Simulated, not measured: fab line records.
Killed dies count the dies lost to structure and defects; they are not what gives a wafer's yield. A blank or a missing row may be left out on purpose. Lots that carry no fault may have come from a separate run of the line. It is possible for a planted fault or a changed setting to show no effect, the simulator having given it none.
What tool caused it? / flow n5_finfet / 72 wafers from 24 lots sampled at 5 of the route's 1938 steps

## WHAT EACH GAUGE READ, for each wafer
N5_BEOL_M3_OVL_MEAS_29.
lot=L074; measured=day 7 02:04; on=overlay-02; V2_OVL (nm)=-0.4 -0.1 -0.5
lot=L075; measured=day 7 03:18; on=overlay-01; V2_OVL (nm)=-0.7 -0.6 -1.4
lot=L077; measured=day 7 09:42; on=overlay-01; V2_OVL (nm)=-0.3 -0.3 -1.5
lot=L076; measured=day 7 11:16; on=overlay-02; V2_OVL (nm)=0.5 0.3 -0.2
lot=L078; measured=day 8 02:11; on=overlay-02; V2_OVL (nm)=0.3 -0.3 -0.2
lot=L080; measured=day 8 06:23; on=overlay-01; V2_OVL (nm)=-1.4 -1.5 -1.5
lot=L079; measured=day 8 06:28; on=overlay-02; V2_OVL (nm)=-0.1 -0.8 -0.5
lot=L081; measured=day 8 12:56; on=overlay-02; V2_OVL (nm)=-0.6 -0.5 -0.9
lot=L082; measured=day 8 20:17; on=overlay-01; V2_OVL (nm)=-1.2 -0.7 -1.0
lot=L083; measured=day 9 01:55; on=overlay-01; V2_OVL (nm)=-0.6 -0.3 -0.1
lot=L084; measured=day 9 18:09; on=overlay-01; V2_OVL (nm)=-0.3 0.4 -0.4
lot=L086; measured=day 9 21:57; on=overlay-01; V2_OVL (nm)=-0.6 -0.8 -0.8
lot=L085; measured=day 10 03:51; on=overlay-01; V2_OVL (nm)=-0.4 -0.2 -0.1
lot=L087; measured=day 10 08:23; on=overlay-01; V2_OVL (nm)=-0.1 0.2 0.2
lot=L088; measured=day 10 09:43; on=overlay-01; V2_OVL (nm)=-1.5 -0.8 -1.4
lot=L089; measured=day 10 16:56; on=overlay-02; V2_OVL (nm)=-0.1 -0.7 0.5
lot=L090; measured=day 10 23:19; on=overlay-01; V2_OVL (nm)=0.1 -0.9 -0.9
lot=L091; measured=day 11 00:19; on=overlay-01; V2_OVL (nm)=-0.2 0.4 -0.7
lot=L093; measured=day 11 12:51; on=overlay-01; V2_OVL (nm)=-1.4 -1.2 -1.9
lot=L092; measured=day 11 17:28; on=overlay-01; V2_OVL (nm)=0.6 -0.2 -0.3
lot=L094; measured=day 11 21:16; on=overlay-02; V2_OVL (nm)=-0.5 -1.6 -1.4
lot=L095; measured=day 12 20:14; on=overlay-01; V2_OVL (nm)=-0.3 0.5 -0.3
lot=L096; measured=day 13 02:35; on=overlay-02; V2_OVL (nm)=-1.4 -1.1 -0.4
lot=L097; measured=day 13 06:33; on=overlay-01; V2_OVL (nm)=-0.4 0.1 -0.1

N5_BEOL_M3_INSPECT_30: inspects for defects (brightfield).
lot=L074; measured=day 7 02:07; on=defect_inspect-01; raw_defect_count=528 466 444
lot=L075; measured=day 7 03:22; on=defect_inspect-02; raw_defect_count=491 455 450
lot=L077; measured=day 7 09:46; on=defect_inspect-02; raw_defect_count=312 477 417
lot=L076; measured=day 7 11:19; on=defect_inspect-01; raw_defect_count=513 358 386
lot=L078; measured=day 8 02:15; on=defect_inspect-01; raw_defect_count=391 558 589
lot=L080; measured=day 8 06:26; on=defect_inspect-01; raw_defect_count=480 392 374
lot=L079; measured=day 8 06:31; on=defect_inspect-02; raw_defect_count=391 487 522
lot=L081; measured=day 8 12:59; on=defect_inspect-02; raw_defect_count=437 427 381
lot=L082; measured=day 8 20:19; on=defect_inspect-02; raw_defect_count=290 373 356
lot=L083; measured=day 9 01:57; on=defect_inspect-02; raw_defect_count=307 358 394
lot=L084; measured=day 9 18:12; on=defect_inspect-01; raw_defect_count=233 287 242
lot=L086; measured=day 9 22:01; on=defect_inspect-02; raw_defect_count=437 293 308
lot=L085; measured=day 10 03:54; on=defect_inspect-02; raw_defect_count=385 361 381
lot=L087; measured=day 10 08:26; on=defect_inspect-01; raw_defect_count=480 425 422
lot=L088; measured=day 10 09:46; on=defect_inspect-01; raw_defect_count=445 260 369
lot=L089; measured=day 10 17:00; on=defect_inspect-01; raw_defect_count=436 374 387
lot=L090; measured=day 10 23:22; on=defect_inspect-02; raw_defect_count=408 494 573
lot=L091; measured=day 11 00:22; on=defect_inspect-02; raw_defect_count=386 423 221
lot=L093; measured=day 11 12:54; on=defect_inspect-01; raw_defect_count=177 354 261
lot=L092; measured=day 11 17:30; on=defect_inspect-02; raw_defect_count=523 641 588
lot=L094; measured=day 11 21:19; on=defect_inspect-02; raw_defect_count=271 368 381
lot=L095; measured=day 12 20:17; on=defect_inspect-01; raw_defect_count=406 376 264
lot=L096; measured=day 13 02:38; on=defect_inspect-01; raw_defect_count=332 393 268
lot=L097; measured=day 13 06:37; on=defect_inspect-02; raw_defect_count=402 425 419

N5_BEOL_M3_OCD_MEAS_38.
lot=L074; measured=day 7 03:31; on=ocd-02; trench_depth_nm (nm)=57.1 55.8 55.8
lot=L075; measured=day 7 04:13; on=ocd-02; trench_depth_nm (nm)=54.8 55.2 55.1
lot=L077; measured=day 7 16:07; on=ocd-01; trench_depth_nm (nm)=54.3 55.6 55.2
lot=L076; measured=day 7 16:05; on=ocd-02; trench_depth_nm (nm)=56.6 55.8 54.8
lot=L078; measured=day 8 05:04; on=ocd-02; trench_depth_nm (nm)=55.2 55.2 55.4
lot=L080; measured=day 8 09:53; on=ocd-02; trench_depth_nm (nm)=55.9 54.3 54.6
lot=L079; measured=day 8 10:18; on=ocd-02; trench_depth_nm (nm)=57.1 56.2 55.7
lot=L081; measured=day 8 14:04; on=ocd-01; trench_depth_nm (nm)=56.1 56.6 55.5
lot=L082; measured=day 8 22:40; on=ocd-01; trench_depth_nm (nm)=53.1 55.3 55.9
lot=L083; measured=day 9 07:05; on=ocd-02; trench_depth_nm (nm)=55.7 54.8 54.8
lot=L084; measured=day 9 22:37; on=ocd-01; trench_depth_nm (nm)=55.3 54.8 54.7
lot=L086; measured=day 9 23:21; on=ocd-02; trench_depth_nm (nm)=53.3 56.0 54.9
lot=L085; measured=day 10 04:41; on=ocd-02; trench_depth_nm (nm)=54.6 55.1 54.2
lot=L087; measured=day 10 09:32; on=ocd-01; trench_depth_nm (nm)=56.3 54.8 54.9
lot=L088; measured=day 10 12:18; on=ocd-02; trench_depth_nm (nm)=54.7 54.3 54.2
lot=L089; measured=day 10 22:08; on=ocd-02; trench_depth_nm (nm)=54.6 53.7 55.1
lot=L090; measured=day 11 03:43; on=ocd-02; trench_depth_nm (nm)=56.1 54.2 54.4
lot=L091; measured=day 11 03:49; on=ocd-02; trench_depth_nm (nm)=54.3 56.3 56.5
lot=L093; measured=day 12 00:36; on=ocd-01; trench_depth_nm (nm)=54.4 56.8 54.2
lot=L092; measured=day 12 04:56; on=ocd-01; trench_depth_nm (nm)=55.7 56.5 55.8
lot=L094; measured=day 12 06:17; on=ocd-01; trench_depth_nm (nm)=55.3 53.7 56.2
lot=L095; measured=day 12 23:19; on=ocd-01; trench_depth_nm (nm)=55.3 55.3 57.4
lot=L096; measured=day 13 09:43; on=ocd-01; trench_depth_nm (nm)=54.5 56.4 54.1
lot=L097; measured=day 13 10:43; on=ocd-01; trench_depth_nm (nm)=55.1 55.1 55.6

## TOOL THAT RAN EACH LOT (tool first, then ch and the chambers of the sampled wafers, then the start)
lot=L074; N5_BEOL_M3_ETCH_64=rie_diel-05 ch 1,2,3, day 7 01:13; N5_BEOL_M3_STRIP_97=rie_diel-04 ch 0,1,2, day 7 03:31 or earlier
lot=L075; N5_BEOL_M3_ETCH_64=rie_diel-06 ch 0,1,3, day 7 02:26; N5_BEOL_M3_STRIP_97=rie_diel-06 ch 1,2,3, day 7 04:13 or earlier
lot=L077; N5_BEOL_M3_ETCH_64=rie_diel-06 ch 0,1,2, day 7 08:47; N5_BEOL_M3_STRIP_97=rie_diel-06 ch 1,2,3, day 7 16:07 or earlier
lot=L076; N5_BEOL_M3_ETCH_64=rie_diel-05 ch 1,2,3, day 7 10:34; N5_BEOL_M3_STRIP_97=rie_diel-04 ch 0,1,3, day 7 16:05 or earlier
lot=L078; N5_BEOL_M3_ETCH_64=rie_diel-06 ch 1,2,3, day 8 01:19; N5_BEOL_M3_STRIP_97=rie_diel-06 ch 0,2, day 8 05:04 or earlier
lot=L080; N5_BEOL_M3_ETCH_64=rie_diel-06 ch 0,1,2, day 8 05:37; N5_BEOL_M3_STRIP_97=rie_diel-06 ch 0,3, day 8 09:53 or earlier
lot=L079; N5_BEOL_M3_ETCH_64=rie_diel-05 ch 1,2,3, day 8 05:46; N5_BEOL_M3_STRIP_97=rie_diel-04 ch 0,2,3, day 8 10:18 or earlier
lot=L081; N5_BEOL_M3_ETCH_64=rie_diel-05 ch 0,1,3, day 8 11:31; N5_BEOL_M3_STRIP_97=rie_diel-06 ch 0,3, day 8 14:04 or earlier
lot=L082; N5_BEOL_M3_ETCH_64=rie_diel-04 ch 1,2,3, day 8 19:34; N5_BEOL_M3_STRIP_97=rie_diel-05 ch 0,1, day 8 22:40 or earlier
lot=L083; N5_BEOL_M3_ETCH_64=rie_diel-05 ch 1,2, day 9 01:11; N5_BEOL_M3_STRIP_97=rie_diel-06 ch 0,1,2, day 9 07:05 or earlier
lot=L084; N5_BEOL_M3_ETCH_64=rie_diel-04 ch 0,2,3, day 9 17:26; N5_BEOL_M3_STRIP_97=rie_diel-06 ch 1,2,3, day 9 22:37 or earlier
lot=L086; N5_BEOL_M3_ETCH_64=rie_diel-04 ch 1,2,3, day 9 21:12; N5_BEOL_M3_STRIP_97=rie_diel-05 ch 0,1,3, day 9 23:21 or earlier
lot=L085; N5_BEOL_M3_ETCH_64=rie_diel-05 ch 0,1,3, day 10 03:07; N5_BEOL_M3_STRIP_97=rie_diel-06 ch 1,3, day 10 04:41 or earlier
lot=L087; N5_BEOL_M3_ETCH_64=rie_diel-05 ch 0,2,3, day 10 07:15; N5_BEOL_M3_STRIP_97=rie_diel-04 ch 0,1,3, day 10 09:32 or earlier
lot=L088; N5_BEOL_M3_ETCH_64=rie_diel-04 ch 0,1,2, day 10 08:55; N5_BEOL_M3_STRIP_97=rie_diel-06 ch 1,2,3, day 10 12:18 or earlier
lot=L089; N5_BEOL_M3_ETCH_64=rie_diel-04 ch 0,1, day 10 16:07; N5_BEOL_M3_STRIP_97=rie_diel-05 ch 0,1,2, day 10 22:08 or earlier
lot=L090; N5_BEOL_M3_ETCH_64=rie_diel-04 ch 1,2,3, day 10 22:36; N5_BEOL_M3_STRIP_97=rie_diel-06 ch 0,2,3, day 11 03:43 or earlier
lot=L091; N5_BEOL_M3_ETCH_64=rie_diel-05 ch 2,3, day 10 23:37; N5_BEOL_M3_STRIP_97=rie_diel-04 ch 1,2, day 11 03:49 or earlier
lot=L093; N5_BEOL_M3_ETCH_64=rie_diel-06 ch 0,2,3, day 11 12:08; N5_BEOL_M3_STRIP_97=rie_diel-06 ch 0,2,3, day 12 00:36 or earlier
lot=L092; N5_BEOL_M3_ETCH_64=rie_diel-04 ch 0,2,3, day 11 16:47; N5_BEOL_M3_STRIP_97=rie_diel-04 ch 0,1,2, day 12 04:56 or earlier
lot=L094; N5_BEOL_M3_ETCH_64=rie_diel-05 ch 0,1,2, day 11 20:33; N5_BEOL_M3_STRIP_97=rie_diel-05 ch 0,1,2, day 12 06:17 or earlier
lot=L095; N5_BEOL_M3_ETCH_64=rie_diel-04 ch 1,2,3, day 12 19:31; N5_BEOL_M3_STRIP_97=rie_diel-06 ch 0,1,2, day 12 23:19 or earlier
lot=L096; N5_BEOL_M3_ETCH_64=rie_diel-05 ch 1,2,3, day 13 01:42; N5_BEOL_M3_STRIP_97=rie_diel-06 ch 0,2,3, day 13 09:43 or earlier
lot=L097; N5_BEOL_M3_ETCH_64=rie_diel-06 ch 0,1,2, day 13 05:45; N5_BEOL_M3_STRIP_97=rie_diel-06 ch 1,3, day 13 10:43 or earlier
- N5_BEOL_M3_ETCH_64: etches SOC in N2/H2, target depth 75 nm, overetch 15 nm, time 112.5 s.
- N5_BEOL_M3_STRIP_97: strips in N2/H2, time 10 s.

## WHAT THE TOOLS THEMSELVES READ (means of the sampled wafers that have a number; where no wafer has one, the mark that the record gives instead)
N5_BEOL_M3_ETCH_64.
lot=L074; tool=rie_diel-05; drypump_motor_current_A (A)=5.4; h2_flow_sccm (sccm)=200.0; oes_product_au (a.u.)=0.65; rf_fwd_power_W (W)=835.2; rf_vpp_V (V)=522.5; showerhead_plenum_p_Torr (Torr)=2.49; throttle_valve_pct (%)=17.67
lot=L075; tool=rie_diel-06; drypump_motor_current_A (A)=5.6; h2_flow_sccm (sccm)=199.5; oes_product_au (a.u.)=0.58; rf_fwd_power_W (W)=839.2; rf_vpp_V (V)=524.9; showerhead_plenum_p_Torr (Torr)=2.57; throttle_valve_pct (%)=17.73
lot=L077; tool=rie_diel-06; drypump_motor_current_A (A)=5.8; h2_flow_sccm (sccm)=200.3; oes_product_au (a.u.)=0.57; rf_fwd_power_W (W)=839.4; rf_vpp_V (V)=524.7; showerhead_plenum_p_Torr (Torr)=2.56; throttle_valve_pct (%)=17.83
lot=L076; tool=rie_diel-05; drypump_motor_current_A (A)=5.4; h2_flow_sccm (sccm)=199.8; oes_product_au (a.u.)=0.65; rf_fwd_power_W (W)=834.0; rf_vpp_V (V)=522.2; showerhead_plenum_p_Torr (Torr)=2.49; throttle_valve_pct (%)=17.67
lot=L078; tool=rie_diel-06; drypump_motor_current_A (A)=5.7; h2_flow_sccm (sccm)=199.7; oes_product_au (a.u.)=0.59; rf_fwd_power_W (W)=835.7; rf_vpp_V (V)=525.2; showerhead_plenum_p_Torr (Torr)=2.57; throttle_valve_pct (%)=17.76
lot=L080; tool=rie_diel-06; drypump_motor_current_A (A)=5.8; h2_flow_sccm (sccm)=199.8; oes_product_au (a.u.)=0.57; rf_fwd_power_W (W)=837.7; rf_vpp_V (V)=524.3; showerhead_plenum_p_Torr (Torr)=2.56; throttle_valve_pct (%)=17.84
lot=L079; tool=rie_diel-05; drypump_motor_current_A (A)=5.5; h2_flow_sccm (sccm)=200.6; oes_product_au (a.u.)=0.63; rf_fwd_power_W (W)=836.0; rf_vpp_V (V)=522.9; showerhead_plenum_p_Torr (Torr)=2.49; throttle_valve_pct (%)=17.68
lot=L081; tool=rie_diel-05; drypump_motor_current_A (A)=5.7; h2_flow_sccm (sccm)=200.6; oes_product_au (a.u.)=0.60; rf_fwd_power_W (W)=836.2; rf_vpp_V (V)=522.1; showerhead_plenum_p_Torr (Torr)=2.51; throttle_valve_pct (%)=17.91
lot=L082; tool=rie_diel-04; drypump_motor_current_A (A)=5.8; h2_flow_sccm (sccm)=199.7; oes_product_au (a.u.)=0.64; rf_fwd_power_W (W)=838.9; rf_vpp_V (V)=524.9; showerhead_plenum_p_Torr (Torr)=2.55; throttle_valve_pct (%)=17.96
lot=L083; tool=rie_diel-05; drypump_motor_current_A (A)=5.3; h2_flow_sccm (sccm)=200.5; oes_product_au (a.u.)=0.64; rf_fwd_power_W (W)=835.0; rf_vpp_V (V)=523.5; showerhead_plenum_p_Torr (Torr)=2.52; throttle_valve_pct (%)=17.71
lot=L084; tool=rie_diel-04; drypump_motor_current_A (A)=5.8; h2_flow_sccm (sccm)=199.6; oes_product_au (a.u.)=0.67; rf_fwd_power_W (W)=838.7; rf_vpp_V (V)=522.3; showerhead_plenum_p_Torr (Torr)=2.50; throttle_valve_pct (%)=17.95
lot=L086; tool=rie_diel-04; drypump_motor_current_A (A)=5.8; h2_flow_sccm (sccm)=200.3; oes_product_au (a.u.)=0.62; rf_fwd_power_W (W)=834.8; rf_vpp_V (V)=524.5; showerhead_plenum_p_Torr (Torr)=2.55; throttle_valve_pct (%)=17.97
lot=L085; tool=rie_diel-05; drypump_motor_current_A (A)=5.7; h2_flow_sccm (sccm)=199.7; oes_product_au (a.u.)=0.59; rf_fwd_power_W (W)=834.8; rf_vpp_V (V)=523.4; showerhead_plenum_p_Torr (Torr)=2.50; throttle_valve_pct (%)=17.93
lot=L087; tool=rie_diel-05; drypump_motor_current_A (A)=5.6; h2_flow_sccm (sccm)=200.3; oes_product_au (a.u.)=0.63; rf_fwd_power_W (W)=836.2; rf_vpp_V (V)=525.1; showerhead_plenum_p_Torr (Torr)=2.55; throttle_valve_pct (%)=17.80
lot=L088; tool=rie_diel-04; drypump_motor_current_A (A)=6.0; h2_flow_sccm (sccm)=198.9; oes_product_au (a.u.)=0.63; rf_fwd_power_W (W)=837.0; rf_vpp_V (V)=522.8; showerhead_plenum_p_Torr (Torr)=2.52; throttle_valve_pct (%)=17.88
lot=L089; tool=rie_diel-04; drypump_motor_current_A (A)=5.8; h2_flow_sccm (sccm)=199.8; oes_product_au (a.u.)=0.57; rf_fwd_power_W (W)=839.4; rf_vpp_V (V)=524.1; showerhead_plenum_p_Torr (Torr)=2.57; throttle_valve_pct (%)=17.91
lot=L090; tool=rie_diel-04; drypump_motor_current_A (A)=5.8; h2_flow_sccm (sccm)=200.1; oes_product_au (a.u.)=0.62; rf_fwd_power_W (W)=836.5; rf_vpp_V (V)=524.5; showerhead_plenum_p_Torr (Torr)=2.54; throttle_valve_pct (%)=17.97
lot=L091; tool=rie_diel-05; drypump_motor_current_A (A)=5.3; h2_flow_sccm (sccm)=199.8; oes_product_au (a.u.)=0.66; rf_fwd_power_W (W)=835.2; rf_vpp_V (V)=523.9; showerhead_plenum_p_Torr (Torr)=2.53; throttle_valve_pct (%)=17.59
lot=L093; tool=rie_diel-06; drypump_motor_current_A (A)=5.6; h2_flow_sccm (sccm)=200.2; oes_product_au (a.u.)=0.63; rf_fwd_power_W (W)=837.7; rf_vpp_V (V)=525.6; showerhead_plenum_p_Torr (Torr)=2.62; throttle_valve_pct (%)=17.64
lot=L092; tool=rie_diel-04; drypump_motor_current_A (A)=5.7; h2_flow_sccm (sccm)=199.6; oes_product_au (a.u.)=0.65; rf_fwd_power_W (W)=837.3; rf_vpp_V (V)=521.7; showerhead_plenum_p_Torr (Torr)=2.49; throttle_valve_pct (%)=17.97
lot=L094; tool=rie_diel-05; drypump_motor_current_A (A)=5.5; h2_flow_sccm (sccm)=200.7; oes_product_au (a.u.)=0.59; rf_fwd_power_W (W)=836.9; rf_vpp_V (V)=523.9; showerhead_plenum_p_Torr (Torr)=2.53; throttle_valve_pct (%)=17.97
lot=L095; tool=rie_diel-04; drypump_motor_current_A (A)=5.9; h2_flow_sccm (sccm)=199.7; oes_product_au (a.u.)=0.68; rf_fwd_power_W (W)=834.7; rf_vpp_V (V)=523.4; showerhead_plenum_p_Torr (Torr)=2.54; throttle_valve_pct (%)=17.85
lot=L096; tool=rie_diel-05; drypump_motor_current_A (A)=5.4; h2_flow_sccm (sccm)=200.4; oes_product_au (a.u.)=0.61; rf_fwd_power_W (W)=834.1; rf_vpp_V (V)=521.7; showerhead_plenum_p_Torr (Torr)=2.47; throttle_valve_pct (%)=17.75
lot=L097; tool=rie_diel-06; drypump_motor_current_A (A)=5.8; h2_flow_sccm (sccm)=199.8; oes_product_au (a.u.)=0.61; rf_fwd_power_W (W)=833.7; rf_vpp_V (V)=524.0; showerhead_plenum_p_Torr (Torr)=2.55; throttle_valve_pct (%)=17.77

N5_BEOL_M3_STRIP_97.
lot=L074; tool=rie_diel-04; drypump_motor_current_A (A)=6.0; h2_flow_sccm (sccm)=200.1; oes_product_au (a.u.)=0.72; rf_vpp_V (V)=59.4; showerhead_plenum_p_Torr (Torr)=2.53; throttle_valve_pct (%)=23.75
lot=L075; tool=rie_diel-06; drypump_motor_current_A (A)=5.6; h2_flow_sccm (sccm)=199.8; oes_product_au (a.u.)=0.74; rf_vpp_V (V)=59.3; showerhead_plenum_p_Torr (Torr)=2.57; throttle_valve_pct (%)=23.43
lot=L077; tool=rie_diel-06; drypump_motor_current_A (A)=5.6; h2_flow_sccm (sccm)=200.0; oes_product_au (a.u.)=0.74; rf_vpp_V (V)=59.5; showerhead_plenum_p_Torr (Torr)=2.56; throttle_valve_pct (%)=23.42
lot=L076; tool=rie_diel-04; drypump_motor_current_A (A)=5.5; h2_flow_sccm (sccm)=199.8; oes_product_au (a.u.)=0.77; rf_vpp_V (V)=58.4; showerhead_plenum_p_Torr (Torr)=2.55; throttle_valve_pct (%)=23.74
lot=L078; tool=rie_diel-06; drypump_motor_current_A (A)=5.8; h2_flow_sccm (sccm)=199.2; oes_product_au (a.u.)=0.71; rf_vpp_V (V)=59.1; showerhead_plenum_p_Torr (Torr)=2.62; throttle_valve_pct (%)=23.55
lot=L080; tool=rie_diel-06; drypump_motor_current_A (A)=5.5; h2_flow_sccm (sccm)=200.3; oes_product_au (a.u.)=0.71; rf_vpp_V (V)=58.9; showerhead_plenum_p_Torr (Torr)=2.63; throttle_valve_pct (%)=23.42
lot=L079; tool=rie_diel-04; drypump_motor_current_A (A)=5.8; h2_flow_sccm (sccm)=200.1; oes_product_au (a.u.)=0.87; rf_vpp_V (V)=59.9; showerhead_plenum_p_Torr (Torr)=2.50; throttle_valve_pct (%)=23.78
lot=L081; tool=rie_diel-06; drypump_motor_current_A (A)=5.6; h2_flow_sccm (sccm)=199.9; oes_product_au (a.u.)=0.72; rf_vpp_V (V)=60.2; showerhead_plenum_p_Torr (Torr)=2.63; throttle_valve_pct (%)=23.43
lot=L082; tool=rie_diel-05; drypump_motor_current_A (A)=5.7; h2_flow_sccm (sccm)=200.1; oes_product_au (a.u.)=0.71; rf_vpp_V (V)=59.2; showerhead_plenum_p_Torr (Torr)=2.49; throttle_valve_pct (%)=23.91
lot=L083; tool=rie_diel-06; drypump_motor_current_A (A)=5.8; h2_flow_sccm (sccm)=200.4; oes_product_au (a.u.)=0.71; rf_vpp_V (V)=58.6; showerhead_plenum_p_Torr (Torr)=2.55; throttle_valve_pct (%)=23.57
lot=L084; tool=rie_diel-06; drypump_motor_current_A (A)=5.6; h2_flow_sccm (sccm)=200.2; oes_product_au (a.u.)=0.72; rf_vpp_V (V)=59.8; showerhead_plenum_p_Torr (Torr)=2.56; throttle_valve_pct (%)=23.45
lot=L086; tool=rie_diel-05; drypump_motor_current_A (A)=5.7; h2_flow_sccm (sccm)=199.8; oes_product_au (a.u.)=0.74; rf_vpp_V (V)=58.8; showerhead_plenum_p_Torr (Torr)=2.50; throttle_valve_pct (%)=23.73
lot=L085; tool=rie_diel-06; drypump_motor_current_A (A)=5.6; h2_flow_sccm (sccm)=200.0; oes_product_au (a.u.)=0.74; rf_vpp_V (V)=59.1; showerhead_plenum_p_Torr (Torr)=2.50; throttle_valve_pct (%)=23.48
lot=L087; tool=rie_diel-04; drypump_motor_current_A (A)=5.5; h2_flow_sccm (sccm)=199.8; oes_product_au (a.u.)=0.76; rf_vpp_V (V)=59.4; showerhead_plenum_p_Torr (Torr)=2.54; throttle_valve_pct (%)=23.76
lot=L088; tool=rie_diel-06; drypump_motor_current_A (A)=5.6; h2_flow_sccm (sccm)=200.4; oes_product_au (a.u.)=0.72; rf_vpp_V (V)=59.3; showerhead_plenum_p_Torr (Torr)=2.55; throttle_valve_pct (%)=23.46
lot=L089; tool=rie_diel-05; drypump_motor_current_A (A)=5.5; h2_flow_sccm (sccm)=200.3; oes_product_au (a.u.)=0.76; rf_vpp_V (V)=59.0; showerhead_plenum_p_Torr (Torr)=2.53; throttle_valve_pct (%)=23.75
lot=L090; tool=rie_diel-06; drypump_motor_current_A (A)=5.7; h2_flow_sccm (sccm)=199.6; oes_product_au (a.u.)=0.80; rf_vpp_V (V)=58.8; showerhead_plenum_p_Torr (Torr)=2.62; throttle_valve_pct (%)=23.34
lot=L091; tool=rie_diel-04; drypump_motor_current_A (A)=6.3; h2_flow_sccm (sccm)=200.3; oes_product_au (a.u.)=0.84; rf_vpp_V (V)=59.3; showerhead_plenum_p_Torr (Torr)=2.52; throttle_valve_pct (%)=23.66
lot=L093; tool=rie_diel-06; drypump_motor_current_A (A)=5.6; h2_flow_sccm (sccm)=200.1; oes_product_au (a.u.)=0.79; rf_vpp_V (V)=59.6; showerhead_plenum_p_Torr (Torr)=2.62; throttle_valve_pct (%)=23.35
lot=L092; tool=rie_diel-04; drypump_motor_current_A (A)=6.0; h2_flow_sccm (sccm)=199.9; oes_product_au (a.u.)=0.90; rf_vpp_V (V)=58.9; showerhead_plenum_p_Torr (Torr)=2.51; throttle_valve_pct (%)=23.53
lot=L094; tool=rie_diel-05; drypump_motor_current_A (A)=5.5; h2_flow_sccm (sccm)=200.1; oes_product_au (a.u.)=0.75; rf_vpp_V (V)=59.3; showerhead_plenum_p_Torr (Torr)=2.53; throttle_valve_pct (%)=23.76
lot=L095; tool=rie_diel-06; drypump_motor_current_A (A)=5.8; h2_flow_sccm (sccm)=199.9; oes_product_au (a.u.)=0.78; rf_vpp_V (V)=58.5; showerhead_plenum_p_Torr (Torr)=2.55; throttle_valve_pct (%)=23.51
lot=L096; tool=rie_diel-06; drypump_motor_current_A (A)=5.6; h2_flow_sccm (sccm)=200.2; oes_product_au (a.u.)=0.78; rf_vpp_V (V)=59.0; showerhead_plenum_p_Torr (Torr)=2.61; throttle_valve_pct (%)=23.38
lot=L097; tool=rie_diel-06; drypump_motor_current_A (A)=5.4; h2_flow_sccm (sccm)=199.8; oes_product_au (a.u.)=0.72; rf_vpp_V (V)=60.0; showerhead_plenum_p_Torr (Torr)=2.55; throttle_valve_pct (%)=23.37

## THE ANSWER, worked out from the rows above alone
Rule: the lots themselves supply what counts as usual. Put in order of their means at a reading, lots are off if they are a third of the lots or fewer, leave a main group of 4 or more, and stand apart from it by a gap of 3 or more times the standard deviation of the main group's means; of several such gaps the widest counts. A main group whose means are all the same, to the digits that the tables above print for the reading, isn't used. Also off: a lot with no number at a reading for which 4 or more lots have one. All remaining lots with rows at the step are treated as sound. Order of review: gauges by route order, followed by the tools' own readings, for which a lot's mean as printed above is used. At the first step where some lot is off, the reading lying furthest off is the one used; lots without a number count as furthest.
None of the lots is off at any reading shown; this tells nothing.

## WHAT THE SIMULATOR PUT IN
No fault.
